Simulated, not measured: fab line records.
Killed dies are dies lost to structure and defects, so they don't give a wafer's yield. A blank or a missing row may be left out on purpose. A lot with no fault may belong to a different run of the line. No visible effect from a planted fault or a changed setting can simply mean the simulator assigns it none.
fab line records	flow nand_harc
record: lots: 24	wafers: 72	last_day: 33
route steps=1302 shown P_M2@345 P_BONDPAD@351 A_ZERO_WELL@403
lots untouched by any fault: they come from a run of this same line in which no faults occurred
start_h: hours from the record's first day to the start of the lot's first wafer shown	wait_h: hours elapsed since this lot's preceding step	" unchanged from the row above	L1.1+2: a single row standing in for several wafers	- either no value or no given start	* or withheld: withheld	< > ~ a bound
route shown NAME@n: a module of which the file shows steps, and the number in the route of the first	usual: mean and standard deviation over wafers with no fault	same: alike in all rows	chamber/n: place in a boat	sites: each site's reading	_std_site: the values' standard deviation	_edge_site: outer sites' mean less inner sites'	radius_mm: for every site, how far away it sits from the centre of the wafer	mask NAME#n: copy n	behind: the most recent tool/chamber to have shaped the wafer	hold: reason for holding the lot/hours on hold/outcome of the hold	device: which transistor (n, p or np) failed to switch	end of line: the tests these same wafers got at the end of their route	for a step that has no rows: nothing shown but its recipe	killed: not the wafer's yield, but the dies lost to structure and defects at the first sort	map: per-die view of a wafer (x killed, . not killed, _ where there is no die)
set.NAME: the setting that was run; set.NAME@STEP: the one run at that earlier step	model.NAME: the simulator's own value behind a step, which no gauge read
one table for each step of the route and one row for each wafer, over a sample of lots
services: when a tool's chamber went out of use (start_h, in hours from the record's first day, below 0 if earlier), for how many hours, and the reason
== steps ==
step: NHARC_P_M2_THK_MEAS_24
recipe: thk_meas_gauge: xrf
usual: thk_nm: 144.3/1.4
lot.wafer	tool	chamber	start_h	wait_h	thk_nm
L074.2	film_metro-01	-	136.56	-	144.0
L074.5	"	-	"	"	144.0
L074.6	"	-	"	"	145.2
L076.1	film_metro-02	-	153.40	-	147.9
L076.2	"	-	"	"	145.4
L076.6	"	-	"	"	145.7
L077.1	film_metro-02	-	162.97	-	144.5
L077.2	"	-	"	"	143.4
L077.5	"	-	"	"	145.3
L078.2	film_metro-02	-	169.92	-	143.5
L078.3	"	-	"	"	144.1
L078.6	"	-	"	"	146.0
L079.3	film_metro-01	-	180.49	-	146.0
L079.4	"	-	"	"	145.3
L079.5	"	-	"	"	146.8
L075.1	film_metro-02	-	191.67	-	144.4
L075.2	"	-	"	"	144.0
L075.3	"	-	"	"	143.8
L080.1	film_metro-01	-	195.13	-	144.6
L080.3	"	-	"	"	143.7
L080.5	"	-	"	"	143.5
L081.2	film_metro-02	-	202.16	-	144.4
L081.3	"	-	"	"	144.2
L081.5	"	-	"	"	142.6
L082.1	film_metro-02	-	209.46	-	145.7
L082.2	"	-	"	"	144.1
L082.4	"	-	"	"	146.7
L083.1	film_metro-01	-	231.54	-	142.3
L083.2	"	-	"	"	145.3
L083.6	"	-	"	"	144.9
L084.1	film_metro-02	-	232.28	-	144.2
L084.2	"	-	"	"	143.8
L084.6	"	-	"	"	143.7
L085.1	film_metro-02	-	250.92	-	146.3
L085.3	"	-	"	"	143.4
L085.6	"	-	"	"	144.9
L086.1	film_metro-01	-	255.58	-	143.6
L086.3	"	-	"	"	142.8
L086.5	"	-	"	"	142.9
L087.1	film_metro-02	-	274.47	-	144.4
L087.4	"	-	"	"	146.1
L087.6	"	-	"	"	146.0
L088.1	film_metro-02	-	275.26	-	144.1
L088.5	"	-	"	"	143.8
L088.6	"	-	"	"	144.5
L090.1	film_metro-02	-	288.29	-	143.8
L090.3	"	-	"	"	144.9
L090.6	"	-	"	"	145.3
L089.1	film_metro-02	-	289.34	-	145.0
L089.4	"	-	"	"	146.2
L089.5	"	-	"	"	143.3
L091.2	film_metro-02	-	297.81	-	143.9
L091.4	"	-	"	"	143.9
L091.6	"	-	"	"	141.0
L092.2	film_metro-02	-	307.01	-	143.0
L092.3	"	-	"	"	145.2
L092.4	"	-	"	"	142.2
L093.3	film_metro-02	-	318.84	-	143.6
L093.5	"	-	"	"	142.4
L093.6	"	-	"	"	143.1
L094.1	film_metro-02	-	333.08	-	142.2
L094.4	"	-	"	"	144.0
L094.5	"	-	"	"	146.2
L095.1	film_metro-02	-	343.75	-	144.7
L095.5	"	-	"	"	146.4
L095.6	"	-	"	"	146.4
L096.1	film_metro-01	-	350.13	-	144.5
L096.3	"	-	"	"	142.3
L096.5	"	-	"	"	143.6
L097.1	film_metro-01	-	359.64	-	143.1
L097.3	"	-	"	"	144.4
L097.6	"	-	"	"	144.1
step: NHARC_P_BONDPAD_DEP_00
recipe: target_thk_a: 2500	temp_c: 370	target_thk_nm: 250	pressure_torr: 3	flow_sccm: 200	rf_w: 450	material: SiCN
usual: heater_power_w: 550/60	susceptor_temp_C: 370.01/0.21
lot.wafer	tool	chamber	start_h	wait_h	heater_power_w	susceptor_temp_C
L074.2	pecvd-04	1	137.32	-	481	370.08
L074.5	"	1	"	"	503	369.78
L074.6	"	2	"	"	598	370.09
L076.2	pecvd-03	0	154.16	-	549	369.85
L076.1	"	1	"	"	611	370.12
L076.6	"	0	"	"	562	370.07
L077.2	pecvd-04	1	163.69	-	491	370.10
L077.1	"	0	"	"	634	370.14
L077.5	"	0	"	"	533	369.65
L078.2	pecvd-04	0	170.63	-	525	369.74
L078.3	"	2	"	"	583	370.05
L078.6	"	2	"	"	579	370.21
L079.3	pecvd-03	2	181.25	-	434	370.14
L079.4	"	1	"	"	570	370.43
L079.5	"	2	"	"	441	369.87
L075.2	pecvd-04	1	192.38	-	460	369.83
L075.1	"	0	"	"	609	370.12
L075.3	"	1	"	"	482	370.33
L080.3	pecvd-02	0	-	-	513	369.88
L080.1	"	2	"	"	608	369.76
L080.5	"	0	"	"	542	369.75
L081.2	pecvd-04	1	202.88	-	496	370.14
L081.3	"	2	"	"	590	370.23
L081.5	"	1	"	"	498	369.95
L082.2	pecvd-02	2	210.17	-	495	369.91
L082.1	"	0	"	"	583	369.81
L082.4	"	1	"	"	634	369.85
L083.1	pecvd-03	2	232.26	-	497	369.53
L083.2	"	0	"	"	562	369.83
L083.6	"	1	"	"	539	369.62
L084.1	pecvd-04	1	-	-	448	369.79
L084.2	"	2	"	"	506	369.64
L084.6	"	1	"	"	452	369.94
L085.3	pecvd-03	0	251.66	-	608	369.72
L085.1	"	2	"	"	454	369.42
L085.6	"	0	"	"	483	370.19
L086.1	pecvd-04	0	-	-	615	369.84
L086.3	"	1	"	"	466	370.04
L086.5	"	1	"	"	481	369.78
L087.1	pecvd-03	0	-	-	502	369.67
L087.6	"	1	"	"	628	370.05
L087.4	"	0	"	"	518	369.84
L088.1	pecvd-03	0	276.03	-	581	370.04
L088.5	"	2	"	"	459	369.88
L088.6	"	1	"	"	616	370.08
L090.1	pecvd-03	1	289.01	-	579	369.95
L090.3	"	0	"	"	536	369.85
L090.6	"	1	"	"	602	370.00
L089.1	pecvd-03	0	290.15	-	535	370.06
L089.4	"	1	"	"	622	370.33
L089.5	"	2	"	"	445	370.36
L091.2	pecvd-04	1	-	-	484	370.05
L091.6	"	1	"	"	498	370.15
L091.4	"	2	"	"	555	369.94
L092.2	pecvd-04	1	307.77	-	511	369.73
L092.3	"	2	"	"	612	370.11
L092.4	"	2	"	"	487	370.28
L093.3	pecvd-04	1	319.55	-	514	370.18
L093.5	"	1	"	"	413	370.20
L093.6	"	2	"	"	585	370.27
L094.1	pecvd-02	2	333.89	-	560	370.09
L094.5	"	2	"	"	580	369.83
L094.4	"	1	"	"	659	369.73
L095.1	pecvd-03	2	344.47	-	496	370.42
L095.5	"	2	"	"	505	370.21
L095.6	"	0	"	"	606	370.26
L096.3	pecvd-03	2	350.84	-	496	370.13
L096.1	"	0	"	"	568	369.84
L096.5	"	1	"	"	626	369.96
L097.1	pecvd-02	0	360.41	-	592	369.99
L097.3	"	1	"	"	628	369.84
L097.6	"	0	"	"	591	369.85
step: NHARC_P_BONDPAD_DESCUM_11
recipe: time_s: 3	o2_flow_sccm: 200	ar_flow_sccm: 0	bias_power_w: 0	chemistry: O2
usual: chamber_pressure_mTorr: 60.00/0.052	drypump_motor_current_A: 5.8/0.34	oes_product_au: 1.000/0.01	rf_vpp_V: 58.0/0.89	showerhead_plenum_p_Torr: 1.98/0.072	throttle_valve_pct: 11.311/0.0092
lot.wafer	tool	chamber	start_h	wait_h	chamber_pressure_mTorr	drypump_motor_current_A	oes_product_au	rf_hours_counter_h	rf_vpp_V	showerhead_plenum_p_Torr	throttle_valve_pct
L074.2	rie_diel-03	3	138.73	-	59.92	6.0	1.002	1.5	57.6	2.00	11.312
L074.6	"	1	"	"	59.94	5.9	1.002	-	58.5	2.03	11.314
L074.5	"	2	"	"	59.95	5.4	1.012	-	57.5	1.81	11.301
L076.1	rie_diel-03	2	155.44	-	60.04	5.4	1.019	2.7	57.9	1.81	11.302
L076.2	"	3	"	"	59.93	6.0	1.008	2.6	56.5	2.00	11.314
L076.6	"	2	"	"	60.00	5.4	1.011	-	56.5	1.81	11.326
L077.2	rie_diel-02	0	164.99	-	59.97	6.0	0.997	7.1	56.9	2.02	11.302
L077.1	"	1	"	"	59.94	6.1	0.991	7.0	58.4	1.93	11.310
L077.5	"	0	"	"	60.01	6.0	0.997	-	57.7	2.02	11.310
L078.2	rie_diel-03	2	172.08	-	60.07	5.4	1.007	4.1	58.0	1.81	11.304
L078.3	"	0	"	"	60.06	5.0	1.008	3.9	57.7	2.05	11.310
L078.6	"	2	"	"	59.99	5.4	1.016	-	57.8	1.81	11.321
L079.3	rie_diel-03	0	182.52	-	59.97	5.0	1.014	4.2	57.0	2.05	11.312
L079.4	"	3	"	"	59.96	6.0	0.997	4.0	57.0	2.00	11.318
L079.5	"	1	"	"	59.95	5.9	1.002	-	58.1	2.03	11.309
L075.2	rie_diel-02	3	193.95	-	59.99	6.1	1.022	6.9	57.7	1.94	11.309
L075.3	"	1	"	"	59.93	6.1	1.001	7.5	57.1	1.93	11.304
L075.1	"	2	"	"	59.97	6.1	1.008	7.0	59.4	2.01	11.299
L080.1	rie_diel-03	0	197.43	-	60.01	5.0	1.000	5.5	58.4	2.05	11.309
L080.3	"	2	"	"	59.97	5.4	1.012	6.1	57.6	1.81	11.308
L080.5	"	3	"	"	60.17	6.0	0.988	-	58.1	2.00	11.311
L081.2	rie_diel-10	2	204.33	-	59.99	5.7	0.999	2.7	59.6	2.06	11.322
L081.3	"	3	"	"	59.99	6.0	0.984	2.7	60.1	2.00	11.313
L081.5	"	0	"	"	59.98	6.0	1.009	-	57.1	2.02	11.307
L082.1	rie_diel-03	0	211.60	-	59.94	5.0	1.016	5.7	58.5	2.05	11.317
L082.2	"	1	"	"	60.01	5.8	1.011	5.6	59.0	2.03	11.294
L082.4	"	3	"	"	60.04	6.0	1.003	5.7	57.9	2.00	11.306
L083.2	rie_diel-10	3	233.59	-	60.02	6.0	0.991	3.0	58.2	2.00	11.297
L083.1	"	1	"	"	59.97	5.9	1.011	3.1	58.7	1.92	11.308
L083.6	"	3	"	"	59.96	6.0	0.990	-	58.1	2.00	11.307
L084.2	rie_diel-02	0	234.43	-	59.99	6.0	0.998	1.3	58.6	2.02	11.322
L084.1	"	1	"	"	60.02	6.1	0.998	1.6	57.2	1.93	11.315
L084.6	"	1	"	"	60.02	6.1	0.997	-	57.0	1.93	11.293
L085.3	rie_diel-10	2	253.08	-	59.91	5.8	0.981	0	57.5	2.06	11.308
L085.1	"	1	"	"	59.87	6.0	0.989	0	59.6	1.92	11.322
L085.6	"	3	"	"	60.00	6.0	0.977	-	58.1	2.00	11.308
L086.3	rie_diel-03	1	257.64	-	60.00	5.8	1.024	6.7	59.0	2.03	11.313
L086.1	"	0	"	"	60.04	5.0	0.996	7.2	57.0	2.05	11.312
L086.5	"	2	"	"	59.93	5.4	1.014	-	57.4	1.81	11.308
L087.4	rie_diel-03	1	277.14	-	60.04	5.9	1.010	8.0	58.0	2.03	11.324
L087.1	"	3	"	"	59.94	5.9	0.995	8.6	57.2	2.00	11.305
L087.6	"	1	"	"	59.96	5.9	1.008	-	56.8	2.03	11.320
L088.1	rie_diel-02	2	277.43	-	60.03	6.1	0.997	4.0	58.1	2.00	11.325
L088.5	"	3	"	"	60.00	6.1	1.016	-	58.6	1.94	11.301
L088.6	"	2	"	"	59.97	6.1	1.010	-	57.3	2.00	11.302
L090.3	rie_diel-03	3	290.44	-	59.95	5.9	1.002	0	58.3	2.00	11.317
L090.1	"	0	"	"	60.04	5.0	1.000	0	60.3	2.05	11.325
L090.6	"	0	"	"	59.98	5.0	0.996	-	58.8	2.05	11.320
L089.4	rie_diel-02	3	291.50	-	59.95	6.1	1.010	4.8	58.3	1.94	11.318
L089.1	"	2	"	"	59.98	6.1	0.993	5.7	58.1	2.00	11.301
L089.5	"	0	"	"	60.02	6.0	0.999	-	57.4	2.01	11.315
L091.4	rie_diel-10	2	299.96	-	60.05	5.7	0.994	1.5	57.4	2.06	11.294
L091.2	"	1	"	"	60.06	5.9	1.006	1.6	58.4	1.92	11.309
L091.6	"	2	"	"	60.06	5.7	1.001	-	58.2	2.06	11.304
L092.2	rie_diel-10	0	309.05	-	60.01	6.0	0.993	1.3	58.7	2.02	11.303
L092.3	"	2	"	"	60.11	5.7	0.976	1.7	59.1	2.06	11.299
L092.4	"	3	"	"	59.98	5.9	0.982	1.3	58.8	2.00	11.316
L093.3	rie_diel-03	3	320.86	-	60.03	5.9	1.003	1.0	57.2	2.00	11.300
L093.6	"	2	"	"	59.97	5.4	0.995	-	56.1	1.81	11.317
L093.5	"	3	"	"	60.05	5.9	0.999	-	56.8	2.00	11.318
L094.1	rie_diel-02	1	335.33	-	59.96	6.1	1.007	8.4	58.1	1.93	11.305
L094.4	"	3	"	"	60.02	6.1	1.008	8.2	57.7	1.94	11.316
L094.5	"	2	"	"	60.00	6.1	0.992	-	60.0	2.00	11.307
L095.1	rie_diel-10	0	345.93	-	59.92	6.0	0.980	1.9	58.7	2.02	11.313
L095.5	"	1	"	"	60.05	5.9	0.993	-	58.2	1.92	11.307
L095.6	"	2	"	"	59.97	5.8	0.983	-	56.6	2.06	11.314
L096.3	rie_diel-10	0	352.28	-	60.07	6.0	0.982	2.0	57.6	2.02	11.320
L096.1	"	2	"	"	59.96	5.8	0.990	2.6	57.4	2.06	11.306
L096.5	"	0	"	"	60.03	6.0	0.987	-	59.6	2.02	11.322
L097.1	rie_diel-10	2	361.69	-	59.92	5.7	0.976	2.7	58.1	2.06	11.308
L097.3	"	3	"	"	59.96	6.0	0.985	2.3	57.6	2.00	11.319
L097.6	"	2	"	"	59.95	5.7	0.982	-	59.0	2.06	11.315
step: NHARC_P_BONDPAD_PVD_17
recipe: target_thk_a: 50	bias_v: 168.6	power_w: 15000	chamber_pressure_pa: 0.12	time_s: 8.06	substrate_temp_c: 50	material: TaN
usual: throttle_valve_pct: 30.0/1
lot.wafer	tool	chamber	start_h	wait_h	throttle_valve_pct
L074.2	pvd_sputter-03	-	-	-	31.3
L074.6	"	-	"	"	31.1
L074.5	"	-	"	"	31.0
L076.2	pvd_sputter-03	-	-	-	29.9
L076.1	"	-	"	"	29.1
L076.6	"	-	"	"	29.9
L077.1	pvd_sputter-03	-	-	-	29.2
L077.2	"	-	"	"	31.1
L077.5	"	-	"	"	29.6
L078.2	pvd_sputter-01	-	-	-	29.1
L078.3	"	-	"	"	30.8
L078.6	"	-	"	"	29.3
L079.4	pvd_sputter-03	-	-	-	29.7
L079.3	"	-	"	"	29.3
L079.5	"	-	"	"	31.2
L075.3	pvd_sputter-02	-	-	-	28.2
L075.1	"	-	"	"	31.2
L075.2	"	-	"	"	29.7
L080.3	pvd_sputter-02	-	-	-	31.3
L080.1	"	-	"	"	29.4
L080.5	"	-	"	"	28.6
L081.3	pvd_sputter-03	-	-	-	29.6
L081.2	"	-	"	"	30.7
L081.5	"	-	"	"	30.8
L082.4	pvd_sputter-03	-	-	-	29.8
L082.1	"	-	"	"	29.2
L082.2	"	-	"	"	31.0
L083.2	pvd_sputter-02	-	-	-	29.5
L083.1	"	-	"	"	28.2
L083.6	"	-	"	"	29.8
L084.1	pvd_sputter-02	-	-	-	29.7
L084.2	"	-	"	"	28.7
L084.6	"	-	"	"	31.1
L085.3	pvd_sputter-01	-	-	-	30.7
L085.1	"	-	"	"	29.4
L085.6	"	-	"	"	31.2
L086.3	pvd_sputter-02	-	-	-	29.0
L086.1	"	-	"	"	28.5
L086.5	"	-	"	"	29.6
L087.1	pvd_sputter-03	-	-	-	29.6
L087.4	"	-	"	"	29.1
L087.6	"	-	"	"	32.0
L088.1	pvd_sputter-01	-	-	-	31.0
L088.5	"	-	"	"	30.5
L088.6	"	-	"	"	31.0
L090.3	pvd_sputter-01	-	-	-	29.2
L090.1	"	-	"	"	30.7
L090.6	"	-	"	"	30.9
L089.4	pvd_sputter-02	-	-	-	31.2
L089.1	"	-	"	"	28.4
L089.5	"	-	"	"	30.0
L091.4	pvd_sputter-01	-	-	-	29.1
L091.2	"	-	"	"	30.9
L091.6	"	-	"	"	31.0
L092.2	pvd_sputter-03	-	-	-	28.7
L092.4	"	-	"	"	30.4
L092.3	"	-	"	"	32.0
L093.3	pvd_sputter-02	-	-	-	28.3
L093.5	"	-	"	"	28.7
L093.6	"	-	"	"	28.3
L094.4	pvd_sputter-02	-	-	-	28.5
L094.1	"	-	"	"	30.8
L094.5	"	-	"	"	31.0
L095.1	pvd_sputter-01	-	-	-	30.7
L095.5	"	-	"	"	29.1
L095.6	"	-	"	"	30.9
L096.3	pvd_sputter-01	-	-	-	31.2
L096.1	"	-	"	"	31.3
L096.5	"	-	"	"	30.9
L097.1	pvd_sputter-03	-	-	-	29.3
L097.3	"	-	"	"	30.4
L097.6	"	-	"	"	30.3
step: NHARC_P_BONDPAD_INSPECT_23
usual: raw_defect_count: 335/120
lot.wafer	tool	chamber	start_h	wait_h	raw_defect_count
L074.2	defect_inspect-02	-	141.30	0.0	308
L074.5	"	-	"	"	365
L074.6	"	-	"	"	167
L076.1	defect_inspect-01	-	157.97	0.0	266
L076.2	"	-	"	"	240
L076.6	"	-	"	"	446
L077.1	defect_inspect-01	-	167.54	0.0	233
L077.2	"	-	"	"	365
L077.5	"	-	"	"	321
L078.2	defect_inspect-01	-	174.65	0.0	256
L078.3	"	-	"	"	435
L078.6	"	-	"	"	278
L079.3	defect_inspect-02	-	185.08	0.0	250
L079.4	"	-	"	"	230
L079.5	"	-	"	"	310
L075.1	defect_inspect-01	-	196.51	0.0	388
L075.2	"	-	"	"	433
L075.3	"	-	"	"	365
L080.1	defect_inspect-02	-	199.99	0.0	233
L080.3	"	-	"	"	396
L080.5	"	-	"	"	136
L081.2	defect_inspect-01	-	206.87	0.0	505
L081.3	"	-	"	"	456
L081.5	"	-	"	"	425
L082.1	defect_inspect-02	-	214.17	0.0	190
L082.2	"	-	"	"	212
L082.4	"	-	"	"	183
L083.1	defect_inspect-01	-	236.12	0.0	310
L083.2	"	-	"	"	255
L083.6	"	-	"	"	254
L084.1	defect_inspect-01	-	237.15	0.0	310
L084.2	"	-	"	"	433
L084.6	"	-	"	"	323
L085.1	defect_inspect-01	-	255.70	0.0	389
L085.3	"	-	"	"	339
L085.6	"	-	"	"	248
L086.1	defect_inspect-01	-	260.24	0.0	332
L086.3	"	-	"	"	320
L086.5	"	-	"	"	314
L087.1	defect_inspect-01	-	279.68	0.0	607
L087.4	"	-	"	"	334
L087.6	"	-	"	"	559
L088.1	defect_inspect-02	-	280.01	0.0	340
L088.5	"	-	"	"	181
L088.6	"	-	"	"	366
L090.1	defect_inspect-01	-	293.00	0.0	457
L090.3	"	-	"	"	394
L090.6	"	-	"	"	287
L089.1	defect_inspect-01	-	294.05	0.0	354
L089.4	"	-	"	"	539
L089.5	"	-	"	"	383
L091.2	defect_inspect-01	-	303.20	0.0	498
L091.4	"	-	"	"	271
L091.6	"	-	"	"	382
L092.2	defect_inspect-01	-	311.63	0.0	294
L092.3	"	-	"	"	233
L092.4	"	-	"	"	445
L093.3	defect_inspect-01	-	323.51	0.0	376
L093.5	"	-	"	"	348
L093.6	"	-	"	"	371
L094.1	defect_inspect-01	-	337.88	0.0	399
L094.4	"	-	"	"	372
L094.5	"	-	"	"	522
L095.1	defect_inspect-01	-	348.49	0.0	254
L095.5	"	-	"	"	249
L095.6	"	-	"	"	275
L096.1	defect_inspect-01	-	354.84	0.0	373
L096.3	"	-	"	"	549
L096.5	"	-	"	"	350
L097.1	defect_inspect-02	-	364.24	0.0	244
L097.3	"	-	"	"	237
L097.6	"	-	"	"	247
step: NHARC_A_ZERO_WELL_DESCUM_12
recipe: time_s: 3	o2_flow_sccm: 200	ar_flow_sccm: 0	bias_power_w: 0	chemistry: O2
usual: chamber_pressure_mTorr: 60.00/0.052	drypump_motor_current_A: 5.8/0.58	oes_product_au: 1.001/0.012	rf_vpp_V: 57.8/0.88	showerhead_plenum_p_Torr: 1.93/0.07	throttle_valve_pct: 11.312/0.009
lot.wafer	tool	chamber	start_h	wait_h	chamber_pressure_mTorr	drypump_motor_current_A	oes_product_au	rf_hours_counter_h	rf_vpp_V	showerhead_plenum_p_Torr	throttle_valve_pct
L074.2	rie_diel-13	0	142.77	-	59.97	5.2	1.007	26	57.8	1.94	11.318
L074.6	"	2	"	"	59.98	4.9	1.018	-	58.4	1.81	11.317
L074.5	"	3	"	"	60.01	5.6	0.987	-	57.5	1.88	11.301
L076.2	rie_diel-08	2	159.32	-	60.01	6.1	1.006	4	58.9	2.03	11.319
L076.1	"	3	"	"	60.03	4.9	0.993	4	58.2	1.91	11.326
L076.6	"	2	"	"	59.89	6.0	1.007	-	58.9	2.03	11.290
L077.1	rie_diel-08	0	169.00	-	60.02	6.0	0.990	4	57.7	1.97	11.304
L077.2	"	2	"	"	60.00	6.1	1.009	4	57.7	2.03	11.300
L077.5	"	0	"	"	60.10	6.1	0.995	-	57.9	1.97	11.322
L078.3	rie_diel-08	2	176.11	-	60.03	6.0	1.006	4	59.3	2.03	11.325
L078.2	"	0	"	"	60.07	6.1	0.986	4	58.2	1.97	11.299
L078.6	"	1	"	"	60.02	6.5	1.006	-	57.5	1.94	11.312
L079.4	rie_diel-12	2	186.54	-	60.01	5.4	1.013	33	56.9	1.83	11.313
L079.3	"	0	"	"	59.89	6.3	1.022	27	59.3	1.98	11.309
L079.5	"	3	"	"	60.07	5.8	1.017	-	57.4	1.79	11.317
L075.1	rie_diel-13	1	197.84	-	60.00	5.7	1.006	2	59.8	1.99	11.315
L075.3	"	2	"	"	59.92	4.9	1.008	2	57.7	1.81	11.307
L075.2	"	3	"	"	59.99	5.6	0.990	2	57.7	1.88	11.296
L080.1	rie_diel-08	3	201.45	-	59.97	4.9	0.977	0	56.8	1.91	11.309
L080.3	"	1	"	"	60.02	6.5	1.008	0	58.7	1.94	11.314
L080.5	"	0	"	"	60.02	6.1	0.993	-	57.5	1.97	11.299
L081.2	rie_diel-13	3	208.22	-	60.02	5.6	0.986	5	57.5	1.88	11.329
L081.3	"	0	"	"	60.05	5.2	0.983	4	58.6	1.93	11.325
L081.5	"	2	"	"	59.98	4.9	1.011	-	57.5	1.81	11.304
L082.1	rie_diel-12	0	215.63	-	59.97	6.3	1.008	40	57.8	1.97	11.316
L082.2	"	2	"	"	60.00	5.5	1.016	39	58.4	1.83	11.315
L082.4	"	3	"	"	59.99	5.9	1.003	43	56.4	1.78	11.307
L083.2	rie_diel-08	1	237.48	-	60.02	6.5	1.003	1	56.8	1.94	11.325
L083.1	"	2	"	"	60.05	6.0	1.005	1	58.2	2.03	11.303
L083.6	"	3	"	"	59.97	4.9	0.989	-	58.6	1.91	11.300
L084.1	rie_diel-08	1	238.52	-	59.93	6.5	1.011	1	56.8	1.94	11.305
L084.2	"	0	"	"	60.06	6.0	0.994	1	56.2	1.97	11.325
L084.6	"	2	"	"	60.00	6.1	1.010	-	59.5	2.03	11.320
L085.1	rie_diel-08	0	257.22	-	60.04	6.1	0.994	2	58.6	1.97	11.311
L085.3	"	3	"	"	60.08	4.9	0.990	1	58.3	1.91	11.299
L085.6	"	0	"	"	60.02	6.0	0.996	-	58.6	1.97	11.314
L086.1	rie_diel-08	1	261.80	-	59.96	6.5	1.014	2	57.8	1.94	11.302
L086.3	"	0	"	"	60.01	6.0	1.003	2	57.6	1.97	11.317
L086.5	"	3	"	"	59.91	4.9	0.990	-	56.7	1.91	11.302
L087.1	rie_diel-08	1	281.03	-	59.92	6.5	1.018	2	57.2	1.94	11.314
L087.4	"	3	"	"	60.01	4.9	0.987	3	57.2	1.91	11.306
L087.6	"	1	"	"	60.09	6.5	1.016	-	58.2	1.94	11.310
L088.1	rie_diel-12	0	281.49	-	60.02	6.3	1.027	1	57.8	1.96	11.314
L088.6	"	0	"	"	59.98	6.3	1.020	-	58.2	1.96	11.322
L088.5	"	1	"	"	60.12	6.6	0.997	-	56.0	1.82	11.316
L090.1	rie_diel-08	3	294.45	-	60.05	4.9	0.985	3	58.5	1.91	11.305
L090.3	"	0	"	"	59.95	6.0	0.997	3	57.6	1.97	11.317
L090.6	"	3	"	"	60.06	4.9	0.987	-	58.4	1.91	11.304
L089.1	rie_diel-08	3	295.55	-	60.11	4.9	0.984	3	56.9	1.91	11.323
L089.4	"	1	"	"	60.05	6.5	1.012	3	57.2	1.94	11.310
L089.5	"	2	"	"	59.93	6.0	1.002	-	58.7	2.03	11.310
L091.2	rie_diel-13	3	304.60	-	60.03	5.6	0.994	23	56.7	1.87	11.311
L091.4	"	0	"	"	60.09	5.2	0.986	24	58.6	1.93	11.324
L091.6	"	1	"	"	59.98	5.7	1.010	-	58.9	1.98	11.323
L092.3	rie_diel-08	1	312.98	-	59.97	6.5	1.005	3	58.3	1.94	11.312
L092.2	"	2	"	"	60.08	6.0	1.014	3	58.3	2.03	11.322
L092.4	"	3	"	"	60.04	4.9	0.996	3	57.0	1.91	11.300
L093.3	rie_diel-08	2	324.85	-	59.95	6.0	1.007	4	58.6	2.03	11.304
L093.6	"	1	"	"	60.00	6.5	1.014	-	57.8	1.94	11.317
L093.5	"	2	"	"	59.99	6.0	1.014	-	58.5	2.03	11.314
L094.4	rie_diel-13	1	339.36	-	60.04	5.7	1.001	32	58.0	1.98	11.297
L094.1	"	2	"	"	60.07	4.9	1.004	33	56.6	1.80	11.322
L094.5	"	0	"	"	60.13	5.1	0.987	-	57.0	1.93	11.305
L095.1	rie_diel-08	0	350.00	-	60.08	6.1	0.986	5	58.2	1.97	11.295
L095.6	"	1	"	"	59.94	6.5	1.012	-	57.7	1.94	11.307
L095.5	"	2	"	"	59.97	6.1	0.999	-	57.1	2.03	11.324
L096.1	rie_diel-13	1	356.32	-	59.99	5.7	0.993	1	57.2	1.98	11.313
L096.3	"	2	"	"	59.97	4.9	1.008	1	57.5	1.80	11.308
L096.5	"	0	"	"	59.99	5.1	0.998	-	58.0	1.93	11.324
L097.1	rie_diel-13	3	365.70	-	59.91	5.6	1.000	3	57.5	1.87	11.309
L097.3	"	1	"	"	59.98	5.7	1.001	2	57.1	1.98	11.313
L097.6	"	2	"	"	60.02	4.9	1.018	-	57.5	1.80	11.305
== services ==
tool	chamber	start_h	hours	kind
pvd_sputter-02	-	133.86	2.8	repair
rie_diel-03	1	142.97	4.0	repair
pecvd-03	-	165.31	0.4	repair
pvd_sputter-02	-	171.88	1.2	repair
rie_diel-08	3	173.48	6.5	repair
pecvd-04	2	184.74	8.2	repair
pecvd-03	-	185.20	13.0	pm
rie_diel-08	-	190.80	9.0	pm
pvd_sputter-03	-	227.63	10.0	pm
pecvd-03	2	233.96	4.2	repair
rie_diel-10	3	236.96	3.5	repair
rie_diel-10	-	242.50	9.0	pm
rie_diel-08	2	261.13	2.6	repair
rie_diel-10	0	263.82	7.1	repair
pecvd-04	-	269.17	13.0	pm
rie_diel-03	-	281.30	9.0	pm
pvd_sputter-02	-	282.00	10.0	pm
pecvd-04	-	304.43	0.4	repair
pvd_sputter-03	-	306.90	2.4	repair
pecvd-03	1	317.16	3.3	repair
pecvd-04	0	320.40	6.1	repair
rie_diel-03	0	339.03	10.0	repair
pvd_sputter-02	-	345.38	9.2	repair
pecvd-04	-	350.30	1.5	repair
== key ==
fault none
